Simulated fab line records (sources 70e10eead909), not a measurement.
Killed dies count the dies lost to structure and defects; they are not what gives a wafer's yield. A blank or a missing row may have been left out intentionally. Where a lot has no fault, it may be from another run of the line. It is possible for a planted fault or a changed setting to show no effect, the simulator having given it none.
fab line records    flow nandHarc
[record] lots = 7  wafers = 21  lastDay = 25
route steps=1159 shown THIN_TSV@1144 END@1159
lots untouched by any fault: they come from a run of this same line in which no faults occurred
startH: start of the lot's first displayed wafer, in hours after the record's first day    waitH: hours elapsed since this lot's preceding step    " unchanged from the row above    L1.1+2: several wafers, shown together as one row    - no value present, or no start provided    * or withheld: withheld    < > ~ a bound
route shown NAME@n: a module of which the file shows steps, and the number in the route of the first    usual: mean and standard deviation over wafers with no fault    same: alike in all rows    chamber/n: place in a boat    sites: readings site by site    _std_site: the values' standard deviation    _edge_site: mean of outer sites minus mean of inner sites    radiusMm: for every site, how far away it sits from the centre of the wafer    mask NAME#n: copy n    behind: the last tool/chamber to shape the wafer    hold: why the lot was held/for how many hours/how that ended    device: names the non-switching transistor (n, p or np)    end of line: tests of these same wafers at the route's end    a step with no rows: only its recipe    killed: not the wafer's yield, but the dies lost to structure and defects at the first sort    map: per-die view of a wafer (x killed, . not killed, _ where there is no die)
set.NAME: the run value of the setting; set.NAME@STEP: its run value at that earlier step    model.NAME: the simulator's own value behind a step, which no gauge read
lots seen at some steps along the route; tables by step, rows by wafer
services: the hour from which a tool's chamber was out of use, counted from the record's first day as startH (under 0 if before that day), plus the number of hours and why
[[steps]]
[step NHARC_THIN_TSV_EBR_29]
[step NHARC_THIN_TSV_EXPOSE_30]
[recipe] na = 0.55  doseMj = 11.47  maskId = PAD
[step NHARC_THIN_TSV_PEB_31]
[recipe] pebTempC = 118  pebTimeS = 85
[step NHARC_THIN_TSV_DEVELOP_32]
[recipe] timeS = 70
[step NHARC_THIN_TSV_CD_MEAS_33]
[recipe] targetCdNm = 5000  landingEnergyEv = 500
[usual] cdNm = 5000.2/1.4
lot.wafer  tool      chamber  startH  waitH  cdNm
L451.1     cdSem-01  0        497.41  -      5001.0
L451.3     "         0        "       "      4999.1
L451.6     "         0        "       "      4999.2
L455.2     cdSem-02  0        522.63  -      5001.0
L455.3     "         0        "       "      4999.3
L455.5     "         0        "       "      5001.8
L458.1     cdSem-01  0        540.82  -      4997.7
L458.4     "         0        "       "      5000.3
L458.6     "         0        "       "      5000.5
L459.2     cdSem-02  0        553.80  -      5000.3
L459.4     "         0        "       "      4999.9
L459.5     "         0        "       "      5000.3
L462.1     cdSem-03  0        554.79  -      5000.0
L462.4     "         0        "       "      4998.1
L462.5     "         0        "       "      4998.0
L463.1     cdSem-01  0        570.10  -      5001.8
L463.5     "         0        "       "      5001.7
L463.6     "         0        "       "      5001.7
L464.3     cdSem-01  0        571.86  -      4998.3
L464.5     "         0        "       "      5000.0
L464.6     "         0        "       "      5002.2
[step NHARC_THIN_TSV_HARDBAKE_34]
[recipe] tempC = 125  timeS = 80
[step NHARC_THIN_TSV_DESCUM_35]
[recipe] timeS = 3  o2FlowSccm = 200  arFlowSccm = 0  biasPowerW = 0  chemistry = O2
[usual] drypumpMotorCurrentA = 5.5/0.67  oesProductAu = 0.999/0.0078  rfVppV = 57.6/0.9  showerheadPlenumPTorr = 1.89/0.087  throttleValvePct = 11.311/0.0093
lot.wafer  tool        chamber  startH  waitH  drypumpMotorCurrentA  oesProductAu  rfHoursCounterH  rfVppV  showerheadPlenumPTorr  throttleValvePct
L451.1     rieDiel-08  0        497.59  -      4.9                   1.006         0                58.0    1.77                   11.317
L451.3     "           1        "       "      5.8                   1.023         0                55.3    1.79                   11.310
L451.6     "           0        "       "      4.9                   1.002         -                57.1    1.77                   11.308
L455.2     rieDiel-06  3        522.80  -      6.7                   0.995         7                59.4    2.00                   11.314
L455.3     "           0        "       "      6.3                   1.002         6                57.0    1.89                   11.316
L455.5     "           2        "       "      4.7                   1.000         -                57.6    1.98                   11.302
L458.1     rieDiel-08  3        541.02  -      5.1                   0.998         6                58.9    1.79                   11.297
L458.4     "           0        "       "      4.9                   1.002         -                57.7    1.77                   11.314
L458.6     "           3        "       "      5.1                   0.997         -                56.7    1.79                   11.317
L459.4     rieDiel-09  2        553.97  -      5.9                   1.012         9                57.5    1.86                   11.311
L459.2     "           3        "       "      5.5                   1.011         8                57.8    1.88                   11.309
L459.5     "           2        "       "      5.9                   1.010         -                57.8    1.86                   11.305
L462.1     rieDiel-08  3        554.97  -      5.2                   1.004         8                56.1    1.79                   11.307
L462.5     "           3        "       "      5.1                   1.004         -                56.4    1.79                   11.311
L462.4     "           0        "       "      4.9                   1.020         -                57.1    1.77                   11.321
L463.1     rieDiel-06  0        570.30  -      6.3                   1.003         9                57.9    1.89                   11.310
L463.6     "           1        "       "      4.8                   0.990         -                58.4    1.89                   11.302
L463.5     "           2        "       "      4.7                   1.005         -                57.5    1.98                   11.300
L464.3     rieDiel-08  0        572.05  -      4.8                   1.008         10               57.3    1.77                   11.300
L464.6     "           1        "       "      5.8                   1.000         -                58.3    1.79                   11.295
L464.5     "           2        "       "      5.5                   0.993         -                58.0    1.99                   11.322
[step NHARC_THIN_TSV_ETCH_59]
[recipe] targetDepthA = 8800  icpW = 900  biasW = 100  Cl2_flow_sccm = 60  bcl3FlowSccm = 30  timeS = 138.1  chemistry = Cl2/BCl3
[usual] drypumpMotorCurrentA = 5.4/0.38  mfcCl2Sccm = 60.00/0.18  oesProductAu = 0.999/0.0069  throttleValvePct = 22.264/0.009
lot.wafer  tool         chamber  startH  waitH  drypumpMotorCurrentA  mfcCl2Sccm  oesProductAu  rfHoursCounterH  throttleValvePct
L451.1     rieMetal-01  0        497.70  0.1    5.2                   60.09       1.005         4.9              22.254
L451.3     "            0        "       "      5.2                   60.10       0.998         -                22.261
L451.6     "            1        "       "      5.7                   60.14       0.987         -                22.273
L455.2     rieMetal-02  1        522.95  0.1    6.1                   60.02       1.008         3.6              22.258
L455.3     "            0        "       "      4.9                   60.18       1.007         -                22.257
L455.5     "            1        "       "      6.1                   59.78       1.021         -                22.264
L458.1     rieMetal-03  1        541.17  0.1    5.4                   59.84       1.001         2.2              22.260
L458.4     "            0        "       "      5.4                   60.17       0.998         -                22.264
L458.6     "            0        "       "      5.4                   59.96       1.006         -                22.263
L459.2     rieMetal-02  0        554.09  0.1    4.9                   59.99       0.989         4.6              22.259
L459.4     "            1        "       "      6.1                   59.79       1.003         -                22.265
L459.5     "            1        "       "      6.1                   59.74       0.996         -                22.273
L462.1     rieMetal-01  1        555.14  0.2    5.7                   60.15       1.012         1.1              22.259
L462.4     "            0        "       "      5.2                   60.23       1.006         -                22.253
L462.5     "            1        "       "      5.8                   59.92       1.003         -                22.272
L463.1     rieMetal-01  0        570.42  0.1    5.2                   60.16       1.002         1.6              22.268
L463.5     "            1        "       "      5.8                   59.83       1.011         -                22.269
L463.6     "            0        "       "      5.2                   60.15       1.003         -                22.257
L464.3     rieMetal-03  1        572.21  0.1    5.3                   60.21       1.003         -                22.280
L464.5     "            1        "       "      5.3                   60.26       0.991         -                22.251
L464.6     "            0        "       "      5.4                   59.81       0.993         -                22.269
[step NHARC_THIN_TSV_ETCH_36]
[recipe] targetDepthA = 650  overEtchFrac = 0.3  timeS = 18.571  ionEnergyEv = 150  chemistry = Cl2/BCl3
[usual] drypumpMotorCurrentA = 5.4/0.38  oesProductAu = 0.999/0.0073
lot.wafer  tool         chamber  startH  waitH  drypumpMotorCurrentA  oesProductAu  rfHoursCounterH
L451.1     rieMetal-01  0        497.97  0.2    5.2                   1.001         5.0
L451.3     "            0        "       "      5.2                   1.007         -
L451.6     "            0        "       "      5.2                   1.004         -
L455.2     rieMetal-02  1        523.17  0.2    6.1                   0.991         3.7
L455.3     "            0        "       "      4.9                   1.001         -
L455.5     "            1        "       "      6.1                   1.000         -
L458.1     rieMetal-03  0        541.39  0.2    5.4                   1.003         2.3
L458.4     "            1        "       "      5.3                   0.996         -
L458.6     "            0        "       "      5.4                   0.991         -
L459.2     rieMetal-02  1        554.35  0.2    6.1                   0.992         4.7
L459.4     "            1        "       "      6.1                   1.011         -
L459.5     "            1        "       "      6.1                   0.995         -
L462.1     rieMetal-01  1        555.36  0.2    5.8                   1.005         1.2
L462.4     "            1        "       "      5.8                   1.007         -
L462.5     "            1        "       "      5.8                   1.005         -
L463.1     rieMetal-01  1        570.65  0.2    5.7                   0.996         1.7
L463.5     "            1        "       "      5.7                   1.004         -
L463.6     "            0        "       "      5.2                   1.007         -
L464.3     rieMetal-03  0        572.41  0.2    5.4                   1.005         -
L464.6     "            0        "       "      5.4                   1.008         -
L464.5     "            1        "       "      5.3                   1.004         -
[step NHARC_THIN_TSV_STRIP_56]
[recipe] powerW = 1500  tempC = 250  chemistry = O2
[usual] drypumpMotorCurrentA = 6.18/0.2  heaterPowerW = 332/23
lot.wafer  tool            chamber  startH  waitH  drypumpMotorCurrentA  heaterPowerW  rfHoursCounterH
L451.1     plasmaAsher-02  0        498.06  0.1    6.36                  312           47
L451.3     "               1        "       "      5.96                  342           -
L451.6     "               0        "       "      6.37                  310           -
L455.2     plasmaAsher-01  0        523.37  0.2    6.37                  373           19
L455.3     "               0        "       "      6.33                  354           -
L455.5     "               0        "       "      6.38                  362           -
L458.1     plasmaAsher-01  0        542.09  0.7    6.38                  374           25
L458.4     "               1        "       "      5.95                  315           -
L458.6     "               1        "       "      5.97                  311           -
L459.2     plasmaAsher-02  0        554.45  0.1    6.42                  313           4
L459.4     "               0        "       "      6.43                  309           -
L459.5     "               1        "       "      6.02                  335           -
L462.1     plasmaAsher-01  0        555.46  0.1    6.37                  361           33
L462.4     "               1        "       "      5.97                  324           -
L462.5     "               1        "       "      5.97                  314           -
L463.1     plasmaAsher-01  1        570.80  0.1    5.97                  321           40
L463.6     "               0        "       "      6.36                  365           -
L463.5     "               1        "       "      5.97                  319           -
L464.3     plasmaAsher-02  0        572.63  0.2    6.38                  311           -
L464.6     "               1        "       "      6.02                  341           -
L464.5     "               0        "       "      6.38                  309           -
[step NHARC_THIN_TSV_STRIP_57]
[recipe] timeS = 1200  tempC = 72.5  chemistry = postEtchResidueRemover
[step NHARC_THIN_TSV_CD_MEAS_37]
[usual] cdNm = 5000.5/1.9
lot.wafer  tool      chamber  startH  waitH  cdNm
L451.1     cdSem-02  -        498.86  -      5000.2
L451.3     "         -        "       "      4998.3
L451.6     "         -        "       "      4997.9
L455.2     cdSem-01  -        524.17  -      5002.6
L455.3     "         -        "       "      4999.5
L455.5     "         -        "       "      5001.8
L458.1     cdSem-02  -        542.87  -      4997.0
L458.4     "         -        "       "      5003.4
L458.6     "         -        "       "      5000.8
L459.2     cdSem-03  -        555.25  -      4997.5
L459.4     "         -        "       "      4998.3
L459.5     "         -        "       "      5000.2
L462.1     cdSem-03  -        556.26  -      4997.1
L462.4     "         -        "       "      4997.8
L462.5     "         -        "       "      4997.3
L463.1     cdSem-02  -        571.54  -      5000.1
L463.5     "         -        "       "      5002.6
L463.6     "         -        "       "      4999.7
L464.3     cdSem-01  -        573.29  -      4998.2
L464.5     "         -        "       "      4999.2
L464.6     "         -        "       "      5003.2
[step NHARC_THIN_TSV_ANNEAL_58]
[recipe] tempC = 400  timeS = 1800
[usual] spikeTcBottomC = 424.7/1  spikeTcCentreC = 401.6/1.1  spikeTcLowerC = 400.4/1  spikeTcTopC = 430/3.1  spikeTcUpperC = 399.4/1.2
lot.wafer  tool        chamber  startH  waitH  spikeTcBottomC  spikeTcCentreC  spikeTcLowerC  spikeTcTopC  spikeTcUpperC
L451.1     furnace-08  0        501.86  3.0    423.9           402.2           400.9          428          399.9
L451.3     "           0        "       "      424.6           400.7           400.4          426          401.2
L451.6     "           0        "       "      423.7           402.7           400.9          427          401.8
L455.2     furnace-04  0        528.39  4.2    424.7           402.5           400.8          435          397.7
L455.3     "           0        "       "      423.9           401.9           399.9          436          399.5
L455.5     "           0        "       "      425.3           401.7           401.0          436          400.3
L458.1     furnace-08  0        545.87  3.0    452.9           431.0           430.2          455          429.9
L458.4     "           0        "       "      452.9           430.2           429.3          459          431.6
L458.6     "           0        "       "      453.1           429.2           431.0          458          428.2
L459.2     furnace-08  0        558.24  3.0    454.4           431.1           430.3          456          428.5
L459.4     "           0        "       "      453.2           428.6           431.6          454          431.8
L459.5     "           0        "       "      452.1           431.7           432.1          456          430.4
L462.1     furnace-08  0        558.24  2.0    453.7           429.6           432.4          455          428.5
L462.4     "           0        "       "      452.5           432.0           430.3          457          430.8
L462.5     "           0        "       "      453.6           428.7           430.4          457          430.7
L463.1     furnace-04  0        573.06  1.5    425.9           401.3           400.5          436          399.1
L463.5     "           0        "       "      423.1           399.4           399.8          434          399.2
L463.6     "           0        "       "      424.6           401.7           400.5          436          400.1
L464.3     furnace-01  0        576.05  2.8    424.1           402.8           401.3          427          399.9
L464.5     "           0        "       "      426.6           400.9           400.5          428          398.9
L464.6     "           0        "       "      425.5           402.4           400.6          429          400.4
[step NHARC_THIN_TSV_INSPECT_40]
[usual] rawDefectCount = 496/89
lot.wafer  tool              chamber  startH  waitH  rawDefectCount
L451.1     defectInspect-02  -        503.28  0.4    474
L451.3     "                 -        "       "      420
L451.6     "                 -        "       "      473
L455.2     defectInspect-01  -        529.82  0.4    567
L455.3     "                 -        "       "      379
L455.5     "                 -        "       "      491
L458.1     defectInspect-02  -        547.30  0.4    439
L458.4     "                 -        "       "      426
L458.6     "                 -        "       "      355
L459.2     defectInspect-02  -        559.70  0.4    379
L459.4     "                 -        "       "      775
L459.5     "                 -        "       "      615
L462.1     defectInspect-01  -        559.72  0.4    491
L462.4     "                 -        "       "      488
L462.5     "                 -        "       "      459
L463.1     defectInspect-02  -        574.50  0.4    333
L463.5     "                 -        "       "      504
L463.6     "                 -        "       "      419
L464.3     defectInspect-02  -        577.50  0.4    450
L464.5     "                 -        "       "      562
L464.6     "                 -        "       "      430
[step NHARC_END_SORT_01]
[recipe] tempC = 25
[usual] defectLimitedYield = 95.1/1.8  killedAtArray = 29/11  killedAtOther = 0.6/0.89  killedAtPeriphery = 3.8/2.8  killedDies = 33/12  killedOpen = 3.5/1.9  killedShort = 1.9/1.3  sort_bin_2_pct = 1.5/0.72  sort_bin_3_pct = 0.28/0.23  sort_bin_4_pct = 3.1/1.2  sortNPass = 644/12  sortRimYieldPct = 94.8/2.9  sortYieldPct = 95.1/1.8
[same] grossDies = 677  sort_bin_5_pct[%] = 0  sort_bin_6_pct[%] = 0  sort_bin_7_pct[%] = 0  sort_bin_8_pct[%] = 0  sortRimNGross = 106.00
lot.wafer  tool       chamber  startH  waitH  defectLimitedYield[%]  killedAtArray  killedAtOther  killedAtPeriphery  killedDies  killedOpen  killedShort  sort_bin_2_pct[%]  sort_bin_3_pct[%]  sort_bin_4_pct[%]  sortNPass  sortRimYieldPct[%]  sortYieldPct[%]
L451.1     prober-01  0        506.40  2.6    96.3                   19             2              4                  25          3           1            0.9                0.59               2.2                652        94.3                96.3
L451.3     prober-01  0        507.98  3.1    95.6                   20             1              9                  30          3           3            1.6                0.15               2.7                647        95.3                95.6
L451.6     prober-01  0        510.35  3.9    95.6                   21             2              7                  30          1           0            1.6                0.89               1.9                647        95.3                95.6
L455.2     prober-01  0        533.69  2.8    96.0                   23             1              3                  27          3           3            2.1                0.74               1.2                650        89.6                96.0
L455.3     prober-01  0        534.49  3.1    94.8                   29             0              6                  35          5           4            1.2                0                  4.0                642        92.5                94.8
L455.5     prober-01  0        536.09  3.7    96.8                   19             0              3                  22          2           3            1.0                0.30               1.9                655        94.3                96.8
L458.1     prober-01  0        554.97  2.5    97.8                   13             0              2                  15          4           1            0.9                0                  1.3                662        97.2                97.8
L458.4     prober-01  0        557.38  3.4    97.8                   14             0              1                  15          3           3            0.4                0                  1.8                662        94.3                97.8
L458.6     prober-01  0        558.98  4.0    97.3                   17             0              1                  18          2           1            0.7                0.15               1.8                659        94.3                97.3
L462.1     prober-01  0        562.81  2.5    93.4                   44             0              1                  45          1           1            2.1                0.44               4.1                632        97.2                93.4
L462.4     prober-01  0        565.20  3.4    92.3                   49             2              1                  52          1           4            2.5                0.30               4.9                625        95.3                92.3
L462.5     prober-01  0        565.99  3.7    93.5                   40             0              4                  44          0           2            2.1                0.74               3.7                633        92.5                93.5
L459.2     prober-02  0        563.53  2.8    97.6                   12             2              2                  16          3           0            0.7                0                  1.6                661        98.1                97.6
L459.4     prober-02  0        565.11  3.4    97.0                   17             1              2                  20          4           1            0.6                0.30               2.1                657        97.2                97.0
L459.5     prober-02  0        565.90  3.7    97.8                   13             0              2                  15          1           3            0.6                0                  1.6                662        96.2                97.8
L463.1     prober-01  0        577.56  2.5    91.4                   52             0              6                  58          3           3            3.0                0.15               5.5                619        92.5                91.4
L463.5     prober-01  0        580.80  3.7    90.1                   59             0              8                  67          8           4            3.8                0.59               5.5                610        83.0                90.1
L463.6     prober-01  0        581.61  4.0    90.7                   54             0              9                  63          8           2            3.4                0.15               5.8                614        92.5                90.7
L464.3     prober-01  0        587.02  3.1    96.5                   19             1              4                  24          4           4            0.9                0                  2.7                653        97.2                96.5
L464.5     prober-01  0        588.63  3.7    95.6                   27             0              3                  30          1           0            2.1                0.15               2.2                647        99.1                95.6
L464.6     prober-01  0        589.43  4.0    95.3                   15             1              16                 32          8           1            1.5                0.30               3.0                645        94.3                95.3
// killed by level:class
L451.1 A_CONTACT:chamberFilmFlake=6 A_STAIRCASE:chamberFilmFlake=5 A_SGD_CUT:chamberFilmFlake=4 P_M2:chamberFilmFlake=2 THIN_TSV:chamberFilmFlake=2 P_M1:geometricParticle:open=1 A_CHANNEL_HOLE_D1:geometricParticle:open=1 A_WL_FILL:geometricParticle:short=1
L451.3 P_M2:chamberFilmFlake=8 A_SGD_CUT:chamberFilmFlake=5 A_CHANNEL_HOLE_D1:chamberFilmFlake=3 A_STAIRCASE:chamberFilmFlake=3 A_CONTACT:chamberFilmFlake=3 A_WL_FILL:geometricParticle:open=2 P_M0:geometricParticle:open=1 A_CHANNEL_FILL_D1:geometricParticle:short=1
L451.6 A_CONTACT:chamberFilmFlake=8 P_M2:chamberFilmFlake=5 A_STAIRCASE:chamberFilmFlake=5 A_SGD_CUT:chamberFilmFlake=4 A_CHANNEL_HOLE_D1:chamberFilmFlake=3 P_ZERO_WELL:chamberFilmFlake=2 THIN_TSV:chamberFilmFlake=2 A_CONTACT:geometricParticle:open=1
L455.2 A_SLIT:chamberFilmFlake=9 A_CONTACT:chamberFilmFlake=5 A_CHANNEL_HOLE_D1:chamberFilmFlake=3 A_STAIRCASE:chamberFilmFlake=3 P_GATE:geometricParticle:open=1 P_CONTACT:geometricParticle:short=1 A_SGD_CUT:geometricParticle:open=1 A_WL_FILL:geometricParticle:short=1
L455.3 A_SLIT:chamberFilmFlake=10 A_CONTACT:chamberFilmFlake=7 A_CHANNEL_HOLE_D1:chamberFilmFlake=4 A_STAIRCASE:chamberFilmFlake=4 P_CONTACT:geometricParticle:short=2 P_CONTACT:geometricParticle:open=2 P_M1:geometricParticle:open=1 A_ONON_D1:geometricParticle:short=1
L455.5 A_SLIT:chamberFilmFlake=10 A_CHANNEL_HOLE_D1:chamberFilmFlake=3 A_STAIRCASE:chamberFilmFlake=2 P_CONTACT:geometricParticle:open=1 P_M1:geometricParticle:open=1 A_ONON_D1:geometricParticle:short=1 A_WL_FILL:geometricParticle:short=1 A_M0:geometricParticle:short=1
L458.1 A_CHANNEL_HOLE_D1:chamberFilmFlake=3 A_CONTACT:chamberFilmFlake=3 A_STAIRCASE:chamberFilmFlake=2 P_GATE:geometricParticle:open=1 P_M0:geometricParticle:open=1 A_SGD_CUT:geometricParticle:short=1 A_CONTACT:geometricParticle:open=1 A_M0:geometricParticle:open=1
L458.4 A_CONTACT:chamberFilmFlake=4 A_CHANNEL_HOLE_D1:chamberFilmFlake=3 A_CHANNEL_FILL_D1:geometricParticle:short=2 A_ONON_D1:geometricParticle:short=1 A_CHANNEL_FILL_D1:geometricParticle:open=1 A_WL_FILL:geometricParticle:open=1 A_CONTACT:geometricParticle:open=1 P_GATE:chamberFilmFlake=1
L458.6 A_CHANNEL_HOLE_D1:chamberFilmFlake=7 A_CONTACT:chamberFilmFlake=4 A_WL_FILL:chamberFilmFlake=2 P_GATE:geometricParticle:open=1 A_ONON_D1:geometricParticle:open=1 A_CONTACT:geometricParticle:short=1 A_STAIRCASE:chamberFilmFlake=1 A_SLIT:chamberFilmFlake=1
L462.1 A_CHANNEL_HOLE_D1:chamberFilmFlake=19 A_SLIT:chamberFilmFlake=18 A_WL_FILL:chamberFilmFlake=2 A_CONTACT:chamberFilmFlake=2 P_M1:geometricParticle:short=1 A_ONON_D1:geometricParticle:open=1 A_ZERO_WELL:chamberFilmFlake=1 A_STAIRCASE:chamberFilmFlake=1
L459.2 A_CHANNEL_HOLE_D1:chamberFilmFlake=6 A_SGD_CUT:chamberFilmFlake=2 THIN_TSV:chamberFilmFlake=2 P_CONTACT:geometricParticle:open=1 P_M0:geometricParticle:open=1 A_CONTACT:geometricParticle:open=1 A_SLIT:chamberFilmFlake=1 A_WL_FILL:chamberFilmFlake=1
L459.4 A_CONTACT:chamberFilmFlake=4 A_CHANNEL_HOLE_D1:chamberFilmFlake=3 A_WL_FILL:chamberFilmFlake=3 A_SGD_CUT:chamberFilmFlake=2 P_CONTACT:geometricParticle:open=1 A_SOURCE_PLATE:geometricParticle:open=1 A_CONTACT:geometricParticle:short=1 A_BLC:geometricParticle:open=1
L462.4 A_SLIT:chamberFilmFlake=21 A_CHANNEL_HOLE_D1:chamberFilmFlake=19 A_WL_FILL:chamberFilmFlake=3 A_CHANNEL_HOLE_D1:geometricParticle:short=1 A_CHANNEL_FILL_D1:geometricParticle:short=1 A_WL_FILL:geometricParticle:open=1 A_CONTACT:geometricParticle:short=1 A_M0:geometricParticle:short=1
L459.5 A_CHANNEL_HOLE_D1:chamberFilmFlake=4 A_WL_FILL:geometricParticle:short=2 A_WL_FILL:chamberFilmFlake=2 A_CONTACT:chamberFilmFlake=2 A_ONON_D1:geometricParticle:short=1 A_CONTACT:geometricParticle:open=1 P_GATE:chamberFilmFlake=1 P_M1:chamberFilmFlake=1
L462.5 A_CHANNEL_HOLE_D1:chamberFilmFlake=20 A_SLIT:chamberFilmFlake=12 A_CONTACT:chamberFilmFlake=7 P_M0:geometricParticle:short=2 P_STI:chamberFilmFlake=1 P_GATE:chamberFilmFlake=1 A_WL_FILL:chamberFilmFlake=1
L463.1 A_CHANNEL_HOLE_D1:chamberFilmFlake=25 A_SLIT:chamberFilmFlake=14 A_CONTACT:chamberFilmFlake=6 A_ZERO_WELL:chamberFilmFlake=3 P_STI:geometricParticle:short=2 P_M0:chamberFilmFlake=2 P_CONTACT:geometricParticle:open=1 A_SGD_CUT:geometricParticle:open=1
L463.5 A_CHANNEL_HOLE_D1:chamberFilmFlake=22 A_SLIT:chamberFilmFlake=16 A_CONTACT:chamberFilmFlake=12 P_CONTACT:geometricParticle:open=2 A_ONON_D1:geometricParticle:open=2 A_ONON_D1:geometricParticle:short=2 P_GATE:chamberFilmFlake=2 P_M0:chamberFilmFlake=2
L463.6 A_SLIT:chamberFilmFlake=19 A_CHANNEL_HOLE_D1:chamberFilmFlake=19 A_CONTACT:chamberFilmFlake=9 P_M0:chamberFilmFlake=4 P_M0:geometricParticle:open=2 P_GATE:geometricParticle:open=1 P_CONTACT:geometricParticle:open=1 A_SOURCE_PLATE:geometricParticle:short=1
L464.3 A_CHANNEL_HOLE_D1:chamberFilmFlake=7 A_SOURCE_PLATE:geometricParticle:short=2 A_CONTACT:geometricParticle:open=2 A_CONTACT:chamberFilmFlake=2 P_M0:geometricParticle:open=1 A_ONON_D1:geometricParticle:short=1 A_WL_FILL:geometricParticle:short=1 P_ZERO_WELL:chamberFilmFlake=1
L464.5 A_CHANNEL_HOLE_D1:chamberFilmFlake=15 A_CONTACT:chamberFilmFlake=6 A_ZERO_WELL:chamberFilmFlake=3 P_ZERO_WELL:chamberFilmFlake=2 A_CONTACT:geometricParticle:open=1 P_M0:chamberFilmFlake=1 A_CHANNEL_FILL_D1:chamberFilmFlake=1 A_STAIRCASE:chamberFilmFlake=1
L464.6 P_M0:chamberFilmFlake=7 A_CHANNEL_HOLE_D1:chamberFilmFlake=5 P_ZERO_WELL:chamberFilmFlake=4 A_CONTACT:chamberFilmFlake=4 A_ONON_D1:geometricParticle:open=3 P_STI:chamberFilmFlake=2 P_CONTACT:geometricParticle:open=1 P_M0:geometricParticle:open=1
[[services]]
tool            chamber  startH  hours  kind
rieDiel-08      -        478.84  9.0    pm
rieDiel-08      0        478.84  9.0    ventCycle
rieDiel-08      1        478.84  11.3   ventCycle
rieDiel-08      2        478.84  9.0    ventCycle
rieDiel-08      3        478.84  9.0    ventCycle
rieDiel-08      0        487.84  -      clean
rieDiel-08      2        487.84  -      clean
rieDiel-08      3        487.84  -      clean
furnace-01      -        487.87  4.2    repair
furnace-01      -        499.78  26.0   pm
rieMetal-01     -        509.00  9.0    pm
rieMetal-01     0        509.00  9.0    ventCycle
rieMetal-01     1        509.00  9.0    ventCycle
rieDiel-06      -        510.84  5.2    repair
rieDiel-08      0        512.34  -      clean
rieDiel-08      1        512.34  -      clean
rieDiel-08      2        512.34  -      clean
rieMetal-01     0        518.00  -      clean
rieMetal-01     1        518.00  -      clean
rieDiel-08      2        526.94  33.3   repair
plasmaAsher-01  -        536.48  0.7    repair
plasmaAsher-02  -        537.12  9.0    pm
rieDiel-09      -        546.73  0.8    repair
rieMetal-02     -        565.00  9.0    pm
[[key]]
[firstSign] step = NHARC_THIN_TSV_ANNEAL_58  reading = spikeTcLowerC  direction = up  sigmas = 29  usual = 400.4  struck = 430.9
[effect] step = NHARC_THIN_TSV_ANNEAL_58  reading = spikeTcBottomC  direction = up  sigmas = 27  usual = 424.7  struck = 453.1
metAt NHARC_THIN_TSV_ANNEAL_58
struckWafers L458.1,L458.4,L458.6,L459.2,L459.4,L459.5,L462.1,L462.4,L462.5
onsetBetween 501.86 545.87
[fault] kind = processParameterDrift  tool = furnace-08  chamber = -  onsetH = 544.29  steps = NHARC_THIN_TSV_ANNEAL_58  channel = tempC  offset = *  shape = step  endH = 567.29  actsIn = *  stated = *
